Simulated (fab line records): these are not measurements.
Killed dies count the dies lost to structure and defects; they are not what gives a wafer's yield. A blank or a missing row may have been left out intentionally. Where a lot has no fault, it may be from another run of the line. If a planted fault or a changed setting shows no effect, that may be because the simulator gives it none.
Lot-split experiment -- flow n5Finfet -- route with 1938 steps; 7 lots, 39 wafers read

## THE SPLIT ITSELF
At N5_MOL_CONTACT_COAG_ETCH_124 (etches SiNx in CH3F/O2, stops on SiOC, target depth 6.5 nm), the setting targetDepthA was moved away from the recipe's 65 angstrom on 9 of the 39 wafers read, by -41.0% to +35.8%. The other wafers ran this setting at the recipe's value.

Between the split and the reading, the file records no step.

## THE READING
SOC_of_MOL_CONTACT_COAG_COAT_62.thkNm (the simulator's own value, which no gauge read), in nm, at N5_MOL_CONTACT_COAG_ETCH_48 (etches SiOC in C4F6/O2, target depth 15 nm, overetch 4.5 nm, time 17 s). No usual value for it is given in the file. Average 45.8 nm, standard deviation 0.21 nm, over the 30 wafers here run with the recipe.

wafer,"tool, chamber at the split","targetDepthA as run, angstrom",against the recipe,"SOC_of_MOL_CONTACT_COAG_COAT_62.thkNm, nm",against lot-mates on the recipe
L074.1,"rieDiel-01, 3",65,recipe,45.8,-
L074.2,"rieDiel-01, 0",65,recipe,45.4,-
L074.3,"rieDiel-01, 1",65,recipe,45.4,-
L074.4,"rieDiel-01, 2,1",65,recipe,45.6,-
L074.5,"rieDiel-01, 2",65,recipe,45.6,-
L074.6,"rieDiel-01, 2,1",65,recipe,45.6,-
L075.1,"rieDiel-02, 0",65,recipe,46,-
L075.2,"rieDiel-02, 3",65,recipe,45.8,-
L075.3,"rieDiel-02, 1",65,recipe,45.8,-
L075.4,"rieDiel-02, 2",65,recipe,45.8,-
L075.5,"rieDiel-02, 2",65,recipe,45.8,-
L075.6,"rieDiel-02, 1",65,recipe,45.8,-
L083.1,"rieDiel-01, 2",65,recipe,45.8,-
L083.3,"rieDiel-01, 1",65,recipe,45.8,-
L083.2,"rieDiel-01, 3",65,recipe,46,-
L083.4,"rieDiel-01, 0",88.3,+35.8%,44.6,-1.3
L083.5,"rieDiel-01, 0",88.3,+35.8%,44.6,-1.3
L083.6,"rieDiel-01, 3",88.3,+35.8%,45,-0.9
L084.2,"rieDiel-02, 2",65,recipe,45.6,-
L084.3,"rieDiel-02, 0",65,recipe,46.2,-
L084.6,"rieDiel-02, 2",65,recipe,45.8,-
L087.1,"rieDiel-02, 2",46.93,-27.8%,46.6,+0.9
L087.4,"rieDiel-02, 0",46.93,-27.8%,46.6,+0.9
L087.2,"rieDiel-02, 3",46.93,-27.8%,46.4,+0.7
L087.3,"rieDiel-02, 1",65,recipe,45.8,-
L087.5,"rieDiel-02, 1",65,recipe,45.8,-
L087.6,"rieDiel-02, 2",65,recipe,45.4,-
L096.1,"rieDiel-02, 2",38.34,-41.0%,47.4,+1.5
L096.2,"rieDiel-02, 1",38.34,-41.0%,47.4,+1.5
L096.3,"rieDiel-02, 0",38.34,-41.0%,47.6,+1.7
L096.4,"rieDiel-02, 3",65,recipe,45.6,-
L096.5,"rieDiel-02, 2",65,recipe,46.2,-
L096.6,"rieDiel-02, 3",65,recipe,45.8,-
L097.1,"rieDiel-04, 1",65,recipe,46,-
L097.3,"rieDiel-04, 3",65,recipe,46,-
L097.4,"rieDiel-04, 2",65,recipe,46,-
L097.2,"rieDiel-04, 0",65,recipe,45.8,-
L097.6,"rieDiel-04, 0",65,recipe,45.8,-
L097.5,"rieDiel-04, 1",65,recipe,46.2,-
If several chambers appear in one row, that row covers several wafers at once and the file leaves open which wafer was in which chamber.

FIT RESULTS
A straight line over all 39 wafers: SOC_of_MOL_CONTACT_COAG_COAT_62.thkNm changes by -0.0338 nm for each +1% of targetDepthA; r = -0.93; the points scatter about the line by 0.23 nm.
The same after taking each lot's own level away (the mean of its wafers on the recipe; 39 wafers): -0.0347 nm for each +1%; r = -0.96; scatter 0.17 nm.
Per that fit: largest targetDepthA move, reading shift of 1.4 nm.
Across the lots, their own levels run from 45.57 to 45.97 nm, a range of 1.9 times the standard deviation given above.
Hence the lot-to-lot level has little effect on the slope; both slopes agree.
Check: for one of the wafers moved furthest among these (-41.0%), held out of the fit, the line's prediction against its lot-mates is +1.42 nm. It came out at +1.53 nm against them.

## OTHER SPLITS ON THESE WAFERS
Before the reading, these wafers also passed through other splits. Each is held against what the fit with the lots' levels taken away leaves over:
other split on the same wafers,wafers away from the commonest value,r with SOC_of_MOL_CONTACT_COAG_COAT_62.thkNm (lot level and that fit taken away)
N5_FIN_SAQP_HM_DEP_03 timeS,12,+0.14
N5_SD_EPI_N_DESCUM_14 timeS,18,+0.08
N5_SD_EPI_N_ETCH_45 targetDepthA,15,+0.01
N5_MOL_CONTACT_COAG_ALD_27 timeS,12,-0.26

## THE WHOLE CHAIN: every reading that the file lists as answering this split, in the file's order
step,what it does,reading,change (the file's fit),r (the file's)
N5_MOL_CONTACT_COAG_ETCH_124,"etches SiNx in CH3F/O2, stops on SiOC, target depth 6.5 nm","etch.depthNm (the simulator's own value, which no gauge read)","not straight: 3.82 at the lowest setting, 5.005 at the recipe, 4.964 at the highest",not given
N5_MOL_CONTACT_COAG_ETCH_124,"etches SiNx in CH3F/O2, stops on SiOC, target depth 6.5 nm","SOC_of_MOL_CONTACT_COAG_COAT_62.thkNm (the simulator's own value, which no gauge read)",-0.0334 nm for each +1% of the setting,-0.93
N5_MOL_CONTACT_COAG_ETCH_48,"etches SiOC in C4F6/O2, target depth 15 nm, overetch 4.5 nm, time 17 s","SOC_of_MOL_CONTACT_COAG_COAT_62.thkNm (the simulator's own value, which no gauge read)",-0.0349 nm for each +1% of the setting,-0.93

## THE FILE'S OWN FIT
SOC_of_MOL_CONTACT_COAG_COAT_62.thkNm changes by -0.0349 nm for each +1% of targetDepthA, r = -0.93.
